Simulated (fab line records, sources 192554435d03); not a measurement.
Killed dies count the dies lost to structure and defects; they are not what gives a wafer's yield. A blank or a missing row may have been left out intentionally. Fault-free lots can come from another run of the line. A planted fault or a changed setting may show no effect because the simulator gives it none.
The tool behind it: which one? ; flow n5Finfet ; 9 lots, 27 wafers sampled, at 5 steps of a route of 1938

WHAT THE GAUGES READ, wafer by wafer
N5_GATE_CUT_OVL_MEAS_14. Usual: GATE_CUT_OVL gives -0.4 nm (standard deviation 0.71).
lot;measured;on;GATE_CUT_OVL (nm);flag
L111;day 4 10:48;overlay-02;0.3 -0.5 -0.4;
L113;day 5 02:52;overlay-02;-0.8 -1.2 1.1;
L119;day 6 14:58;overlay-01;-1.3 -0.9 -0.9;
L120;day 6 21:13;overlay-01;-1.5 -1.0 -2.3;
L121;day 7 04:13;overlay-01;-0.3 0.1 -0.9;
L125;day 8 02:35;overlay-01;0.5 0.9 -1.0;
L130;day 9 10:02;overlay-02;-0.9 -1.3 0.4;
L131;day 9 12:08;overlay-01;-0.7 -0.1 -0.8;
L132;day 9 18:46;overlay-02;-0.2 -0.9 -0.3;

N5_GATE_CUT_INSPECT_15: inspects for defects (brightfield). Usual: rawDefectCount reads 137 (standard deviation 45).
lot;measured;on;rawDefectCount;flag
L111;day 4 10:51;defectInspect-01;107 166 150;
L113;day 5 02:56;defectInspect-02;121 185 124;
L119;day 6 15:01;defectInspect-02;101 106 86;
L120;day 6 21:16;defectInspect-02;181 71 119;
L121;day 7 04:16;defectInspect-01;125 191 136;
L125;day 8 02:38;defectInspect-02;114 114 94;
L130;day 9 10:06;defectInspect-02;126 246 157;
L131;day 9 12:18;defectInspect-02;50 71 81;
L132;day 9 18:49;defectInspect-02;108 70 93;

N5_BEOL_M4_RC_MEAS_101. Usual: DIBL_N 36.0 mV/V, standard deviation 1.9; DIBL_P 35.6 mV/V, standard deviation 2.2; IOFF_N 0.15 nA/um, standard deviation 0.031; IOFF_P 0.19 nA/um, standard deviation 0.032; ION_N 668 uA/um, standard deviation 11; ION_P 455 uA/um, standard deviation 7.2; SS_N 71.5 mV/dec, standard deviation 0.65; SS_P 73.4 mV/dec, standard deviation 0.64; VT_N 251 mV, standard deviation 3.6; VT_P -253 mV, standard deviation 3.3.
lot;measured;on;DIBL_N (mV/V);DIBL_P (mV/V);IOFF_N (nA/um);IOFF_P (nA/um);ION_N (uA/um);ION_P (uA/um);SS_N (mV/dec);SS_P (mV/dec);VT_N (mV);VT_P (mV);flag
L111;day 8 22:11;prober-01;36.4 35.7 37.5;35.6 34.2 36.3;0.15 0.14 0.17;0.21 0.19 0.22;671 664 675;461 460 457;70.7 70.1 71.0;73.6 73.3 73.7;249 251 250;-249 -251 -250;
L113;day 9 06:52;prober-01;34.8 36.2 36.5;34.5 35.2 35.6;0.13 0.15 0.15;0.17 0.17 0.17;647 663 655;445 453 441;71.1 70.9 71.8;72.7 72.5 73.5;252 254 251;-253 -253 -254;
L119;day 11 08:01;prober-02;34.0 34.2 32.9;33.2 32.6 32.8;0.12 0.12 0.11;0.19 0.17 0.17;650 660 665;452 453 458;71.2 71.1 71.4;72.7 72.7 72.7;255 257 254;-251 -255 -254;
L120;day 12 13:13;prober-02;33.7 35.4 32.5;33.8 35.8 33.3;0.13 0.15 0.12;0.17 0.20 0.17;657 668 651;458 461 450;71.4 71.9 71.5;72.4 73.1 72.8;254 248 256;-252 -252 -252;
L121;day 13 00:28;prober-01;33.1 33.8 32.3;33.0 33.7 31.0;0.11 0.12 0.10;0.17 0.17 0.14;663 661 658;455 454 449;70.5 71.3 70.5;72.5 73.3 73.1;251 250 255;-254 -253 -256;
L125;day 13 09:55;prober-02;38.4 37.1 35.3;38.4 36.7 34.2;0.19 0.15 0.12;0.22 0.20 0.16;677 670 670;462 460 461;70.7 71.2 70.6;74.3 72.8 72.8;246 252 252;-246 -250 -255;
L130;day 14 19:54;prober-01;37.3 36.7 38.7;36.5 35.3 39.4;0.17 0.15 0.21;0.20 0.18 0.25;679 665 686;457 451 462;71.4 72.2 72.4;73.6 72.7 73.9;247 250 243;-251 -253 -251;
L131;day 14 10:26;prober-02;35.0 35.7 36.2;34.7 34.8 35.4;0.14 0.15 0.14;0.19 0.18 0.19;672 666 658;460 452 449;71.3 72.6 71.9;73.9 74.2 73.3;254 251 256;-254 -253 -252;
L132;day 14 13:58;prober-02;38.4 35.8 36.5;38.5 34.8 36.0;0.20 0.15 0.17;0.25 0.20 0.22;679 679 675;460 463 465;72.8 71.7 72.1;73.9 73.3 74.1;247 251 250;-249 -251 -252;

EACH LOT AND THE TOOL THAT RAN IT (in order: tool; ch and the chambers of the sampled wafers; start)
lot;N5_GATE_CUT_ETCH_36;N5_GATE_CUT_STRIP_41
L111;rieDiel-02 ch 1,2,3, day 4 10:56;rieDiel-02 ch 1,2,3, day 4 11:07
L113;rieDiel-05 ch 0,2,3, day 5 03:01;rieDiel-05 ch 0,2,3, day 5 03:11
L119;rieDiel-05 ch 0,2,3, day 6 15:06;rieDiel-05 ch 0,2,3, day 6 15:16
L120;rieDiel-05 ch 0,2, day 6 21:22;rieDiel-05 ch 0,2, day 6 21:32
L121;rieDiel-05 ch 2,3, day 7 04:22;rieDiel-05 ch 2,3, day 7 04:32
L125;rieDiel-02 ch 0,1,3, day 8 02:54;rieDiel-02 ch 0,1,3, day 8 03:04
L130;rieDiel-05 ch 1,3, day 9 10:29;rieDiel-05 ch 1,3, day 9 10:40
L131;rieDiel-05 ch 2,3, day 9 12:23;rieDiel-05 ch 2,3, day 9 12:34
L132;rieDiel-05 ch 0,1,3, day 9 18:55;rieDiel-05 ch 0,1,3, day 9 19:05
- N5_GATE_CUT_ETCH_36: etches SiARC in CF4, target depth 13 nm, time 21.7 s.
- N5_GATE_CUT_STRIP_41: strips in CF4.

WHAT THE TOOLS THEMSELVES READ (means of the sampled wafers that have a number; where no wafer has one, the mark that the record gives instead)
N5_GATE_CUT_ETCH_36. Usual: drypumpMotorCurrentA 5.5 A, standard deviation 0.43; etchRfOnTimeS 21.8 s, standard deviation 0.49; oesProductAu 0.64 a.u., standard deviation 0.071; rfVppV 184.2 V, standard deviation 1.4; showerheadPlenumPTorr 2.16 Torr, standard deviation 0.076; throttleValvePct 15.58 %, standard deviation 0.18.
lot;tool;drypumpMotorCurrentA (A);etchRfOnTimeS (s);oesProductAu (a.u.);rfVppV (V);showerheadPlenumPTorr (Torr);throttleValvePct (%);flag
L111;rieDiel-02;6.0;22.1;0.65;183.8;2.12;15.59;
L113;rieDiel-05;5.4;21.8;0.60;182.9;2.12;15.72;
L119;rieDiel-05;5.4;24.3;0.56;183.3;2.12;15.75;OFF
L120;rieDiel-05;5.6;26.6;0.54;182.6;2.08;15.83;OFF
L121;rieDiel-05;5.4;24.3;0.55;183.4;2.09;15.71;OFF
L125;rieDiel-02;5.8;21.9;0.62;182.8;2.11;15.66;
L130;rieDiel-05;5.1;21.8;0.64;184.9;2.22;15.56;
L131;rieDiel-05;5.1;21.8;0.58;184.1;2.14;15.70;
L132;rieDiel-05;5.3;21.5;0.72;185.0;2.19;15.47;

N5_GATE_CUT_STRIP_41. Usual: drypumpMotorCurrentA 5.5 A, standard deviation 0.43; oesProductAu 0.173 a.u., standard deviation 0.018; rfVppV 271.4 V, standard deviation 1.8; showerheadPlenumPTorr 1.81 Torr, standard deviation 0.06; throttleValvePct 13.57 %, standard deviation 0.21.
lot;tool;drypumpMotorCurrentA (A);oesProductAu (a.u.);rfVppV (V);showerheadPlenumPTorr (Torr);throttleValvePct (%);flag
L111;rieDiel-02;6.0;0.179;269.8;1.78;13.58;
L113;rieDiel-05;5.3;0.162;269.8;1.77;13.74;
L119;rieDiel-05;5.4;0.163;270.2;1.77;13.76;
L120;rieDiel-05;5.5;0.161;269.6;1.75;13.86;
L121;rieDiel-05;5.4;0.159;270.3;1.75;13.72;
L125;rieDiel-02;5.8;0.169;270.7;1.78;13.67;
L130;rieDiel-05;5.1;0.168;273.8;1.85;13.53;
L131;rieDiel-05;5.2;0.157;271.1;1.79;13.70;
L132;rieDiel-05;5.3;0.195;272.2;1.82;13.44;

THE ANSWER, worked out from the rows above alone
Rule: a lot counts as off when the mean over its wafers that have a number is more than 3 standard deviations away from the usual mean. Also off: a lot with no number at a reading for which 4 or more lots have one. The other lots that the step has rows for count as sound. After the gauges, taken in route order, come the tools' own readings; for these a lot's mean is taken, as printed above. The first step at which some lot is off is used, and at that step the reading that is off furthest; a lot without a number counts as furthest.
Off, at N5_GATE_CUT_ETCH_36 on etchRfOnTimeS: L119, L120, L121.
A tool fits if, at that step or a process step before it, it ran every lot that is off, and no sound lot after the first of them. None of those tried fits.

WHAT THE SIMULATOR HAD INSERTED
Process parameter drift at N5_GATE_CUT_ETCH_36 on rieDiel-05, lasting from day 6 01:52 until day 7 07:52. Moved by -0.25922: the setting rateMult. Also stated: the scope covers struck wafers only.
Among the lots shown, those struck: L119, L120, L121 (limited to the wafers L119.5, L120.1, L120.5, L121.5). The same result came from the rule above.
